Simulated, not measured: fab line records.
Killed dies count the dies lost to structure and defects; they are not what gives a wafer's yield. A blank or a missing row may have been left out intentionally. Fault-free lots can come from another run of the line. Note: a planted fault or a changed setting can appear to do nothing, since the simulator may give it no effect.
A struck lot beside a sound one | flow n5-finfet | 25 steps out of a route of 1938
Sound: wafers L961.1, L961.4, L961.6. Struck: wafers L957.1, L957.3, L957.6. At the end, the cause is stated.
For every step that has rows: the tool of each side, followed by ch and its chambers, followed by its first start. Under that, the readings that differ: sound wafers | struck wafers | difference of the means | sigmas: that difference in standard deviations of wafers without a fault.
alike: a reading whose means differ by less than 2 such deviations, as well as words and numbers matching on both sides. not compared: withheld readings; readings where some wafer has no value; bounds like >300 that might hide an equal value; numbers whose values overlap and for which the record gives no deviation.
Wherever a step has rows on one side only, a row that says differs or no value, or a row with sigmas, the two part there. Non-overlapping numbers with no deviation appear without sigmas and do not part them. Lack of a reading on every wafer of one side parts them only where that side has two or more wafers.

first, 11 steps without rows for these wafers: N5_BEOL_M2_ETCH_74 (etches underlayer in N2/H2, target depth 6.5 nm, time 5.2 s); N5_BEOL_M2_ETCH_63 (etches SiARC in CF4, target depth 15.6 nm, time 26 s); N5_BEOL_M2_ETCH_64 (etches SOC in N2/H2, target depth 75 nm, overetch 22.5 nm, time 121.9 s); N5_BEOL_M2_STRIP_65 (strips in N2/H2); N5_BEOL_M2_STRIP_75 (strips in N2/H2); N5_BEOL_M2_STRIP_66 (strips in CF4); N5_BEOL_M2_HM_OPEN_17 (chemistry Cl2/BCl3, target TiN, target depth 20 nm, overetch 6 nm); N5_BEOL_M2_STRIP_19 (strips in O2); N5_BEOL_M2_COAT_67 (time 60 s, resist thk 60 nm); N5_BEOL_M2_COAT_68 (time 60 s, resist thk 12 nm); N5_BEOL_M2_COAT_76 (time 60 s, resist thk 5 nm).
N5_BEOL_M2_COAT_22: resist thk 30 nm.
  sound on litho-track-02 ch 0, day 12 08:04; struck on litho-track-01 ch 0, day 11 03:03
  reading                                      | sound                | struck               | difference | sigmas
  spin-speed-rpm (rpm)                         | 1501.8 1501.2 1500.9 | 1571.3 1572.8 1573.1 | +71.1      | +51
  model.CAR-EUV_of_BEOL_M2_COAT_22.thk-nm (nm) | 29.8 30 30           | 29.2 29.2 29         | -0.8       |
then, 9 steps without rows for these wafers: N5_BEOL_M2_EBR_24; N5_BEOL_M2_SOFTBAKE_23 (time 60 s); N5_BEOL_M2_EXPOSE_25 (exposes mask V1, defocus 5 nm); N5_BEOL_M2_PEB_26 (peb time 60 s); N5_BEOL_M2_DEVELOP_27 (develop time 30 s); N5_BEOL_M2_DESCUM_33 (chemistry O2, time 7 s); N5_BEOL_M2_ETCH_77 (etches underlayer in N2/H2, target depth 6.5 nm, time 5.2 s); N5_BEOL_M2_ETCH_69 (etches SiARC in CF4, target depth 15.6 nm, time 26 s); N5_BEOL_M2_ALD_98 (deposits SiO2, target thk 2.5 nm, pulse time 1 s, co reactant pulse time 1 s).
N5_BEOL_M2_ETCHBACK_99: etches SiO2 in CHF3, target depth 5 nm, time 10.4 s.
  sound on rie-diel-04 ch 0,3, day 12 09:39; struck on rie-diel-02 ch 0,1,2, day 11 05:39
  reading                                      | sound          | struck      | difference | sigmas
  model.CAR-EUV_of_BEOL_M2_COAT_22.thk-nm (nm) | 10.2 10.4 10.4 | 9.4 9.6 9.4 | -0.9       |
  alike: drypump-motor-current-A, mfc-ar-sccm, oes-product-au, rf-fwd-power-W, rf-vpp-V, showerhead-plenum-p-Torr, throttle-valve-pct
  not compared: rf-hours-counter-h
then, 1 step without rows for these wafers: N5_BEOL_M2_ETCH_70 (etches SOC in N2/H2, target depth 80 nm, overetch 24 nm, time 130 s).
N5_BEOL_M4_RC_MEAS_101:
  sound on prober-01 ch 0, day 14 04:59; struck on prober-02 ch 0, day 12 11:07
  alike: DIBL_N, DIBL_P, IOFF_N, IOFF_P, ION_N, ION_P, SS_N, SS_P, VT_N, VT_P
-- here the record skips 5 days between the struck wafers' starts before and after, leaving off in module BEOL_M4 and picking up in module PASSIVATION (first step shown: number 1936 of the route) --
N5_PASSIVATION_PROBE_49:
  only the struck wafers here have rows in the record (prober-01, day 17 17:04); the sound ones have none

== WHERE THEY PART ==
First at N5_BEOL_M2_COAT_22; last, within this record, at N5_PASSIVATION_PROBE_49.

WHY: what had been put in by the simulator
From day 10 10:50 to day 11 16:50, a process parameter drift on litho-track-01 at N5_BEOL_M2_COAT_22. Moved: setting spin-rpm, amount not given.
